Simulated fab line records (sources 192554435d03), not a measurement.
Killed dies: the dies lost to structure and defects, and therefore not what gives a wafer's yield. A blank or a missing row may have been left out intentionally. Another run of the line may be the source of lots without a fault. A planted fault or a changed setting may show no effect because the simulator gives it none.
Split-lot trial + flow n5-finfet + 21 wafers read across 7 lots, on a route 1938 steps long

## THE SPLIT
At N5_HKMG_FIN_EXPOSE_46 (exposes mask NDIPOLE), the setting dose-mj was moved away from the recipe's 40 on 4 of the 21 wafers read, by -6.1% to +4.8%. For the rest of the wafers, this setting stayed at what the recipe calls for.

## FROM THE SPLIT TO THE READING: what the file shows between them, 2 steps
- N5_HKMG_FIN_PEB_47: peb time 60 s
- N5_HKMG_FIN_DEVELOP_48: develop time 30 s

## THE READING
cd-nm (nm) at N5_HKMG_FIN_CD_MEAS_49, where the cd target is 202 nm. Fault-free wafers of this fab line usually give 202.1 nm, standard deviation 0.62 nm.

| wafer  | tool, chamber at the split | dose-mj as run | against the recipe | cd-nm, nm | against lot-mates on the recipe |
|--------|----------------------------|----------------|--------------------|-----------|---------------------------------|
| L075.3 | arfi-scanner-01, 0         | 41.91          | +4.8%              | 206.1     | +3.0                            |
| L075.4 | arfi-scanner-01, 0         | 40             | recipe             | 203.1     | -                               |
| L075.6 | arfi-scanner-01, 0         | 41.91          | +4.8%              | 205.5     | +2.4                            |
| L076.2 | arfi-scanner-03, 0         | 40             | recipe             | 201.2     | -                               |
| L076.3 | arfi-scanner-03, 0         | 40             | recipe             | 200.9     | -                               |
| L076.5 | arfi-scanner-03, 0         | 40             | recipe             | 201.7     | -                               |
| L078.3 | arfi-scanner-01, 0         | 40             | recipe             | 202.4     | -                               |
| L078.4 | arfi-scanner-01, 0         | 40             | recipe             | 202.0     | -                               |
| L078.6 | arfi-scanner-01, 0         | 38.69          | -3.3%              | 200.4     | -1.8                            |
| L081.1 | arfi-scanner-02, 0         | 40             | recipe             | 202.5     | -                               |
| L081.2 | arfi-scanner-02, 0         | 40             | recipe             | 202.6     | -                               |
| L081.5 | arfi-scanner-02, 0         | 40             | recipe             | 202.0     | -                               |
| L086.1 | arfi-scanner-03, 0         | 40             | recipe             | 202.1     | -                               |
| L086.2 | arfi-scanner-03, 0         | 40             | recipe             | 201.6     | -                               |
| L086.4 | arfi-scanner-03, 0         | 40             | recipe             | 201.4     | -                               |
| L087.1 | arfi-scanner-02, 0         | 40             | recipe             | 202.0     | -                               |
| L087.3 | arfi-scanner-02, 0         | 40             | recipe             | 201.6     | -                               |
| L087.4 | arfi-scanner-02, 0         | 40             | recipe             | 202.0     | -                               |
| L096.3 | arfi-scanner-01, 0         | 40             | recipe             | 202.0     | -                               |
| L096.4 | arfi-scanner-01, 0         | 40             | recipe             | 202.5     | -                               |
| L096.5 | arfi-scanner-01, 0         | 37.56          | -6.1%              | 198.6     | -3.7                            |

FIT RESULTS
A straight line over all 21 wafers: cd-nm changes by +0.666 nm for each +1% of dose-mj; r = +0.93; the points scatter about the line by 0.58 nm.
The same after taking each lot's own level away (the mean of its wafers on the recipe; 21 wafers): +0.577 nm for each +1%; r = +0.98; scatter 0.26 nm.
According to that fit, moving dose-mj by its largest amount changes the reading by 3.5 nm.
Across the lots, their own levels run from 201.27 to 203.10 nm, a range of 3.0 times the standard deviation given above.
So the lot-to-lot level changes the slope: the two fits differ.
Check: for one of the wafers moved furthest among these (-6.1%), held out of the fit, the line's prediction against its lot-mates is -3.42 nm. Against them it came out at -3.65 nm.

## FURTHER SPLITS ON THESE WAFERS
Other splits were also applied to these wafers ahead of the reading. Each is held against what the fit with the lots' levels taken away leaves over:
| other split on the same wafers   | wafers away from the commonest value | r with cd-nm (lot level and that fit taken away) |
|----------------------------------|--------------------------------------|--------------------------------------------------|
| N5_HKMG_FIN_HK_ALD_01 ald-cycles | 6                                    | +0.17                                            |

## THE WHOLE CHAIN: every reading that the file lists as answering this split, in the file's order
| step                   | what it does                                           | reading                                                                | change (the file's fit)               | r (the file's) |
|------------------------|--------------------------------------------------------|------------------------------------------------------------------------|---------------------------------------|----------------|
| N5_HKMG_FIN_CD_MEAS_49 | target cd 202 nm                                       | cd-nm                                                                  | +0.579 nm for each +1% of the setting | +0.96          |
| N5_HKMG_FIN_ETCH_54    | etches SiARC in CF4, target depth 45.5 nm, time 75.8 s | HKMG_FIN.cd-offset-nm (the simulator's own value, which no gauge read) | +0.598 nm for each +1% of the setting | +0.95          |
| N5_HKMG_FIN_ETCH_58    | etches SOC in N2/H2, target depth 215.8 nm, time 741 s | HKMG_FIN.cd-offset-nm (the simulator's own value, which no gauge read) | +0.593 nm for each +1% of the setting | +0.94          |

## FILE'S OWN FIT
cd-nm changes by +0.579 nm for each +1% of dose-mj, r = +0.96.
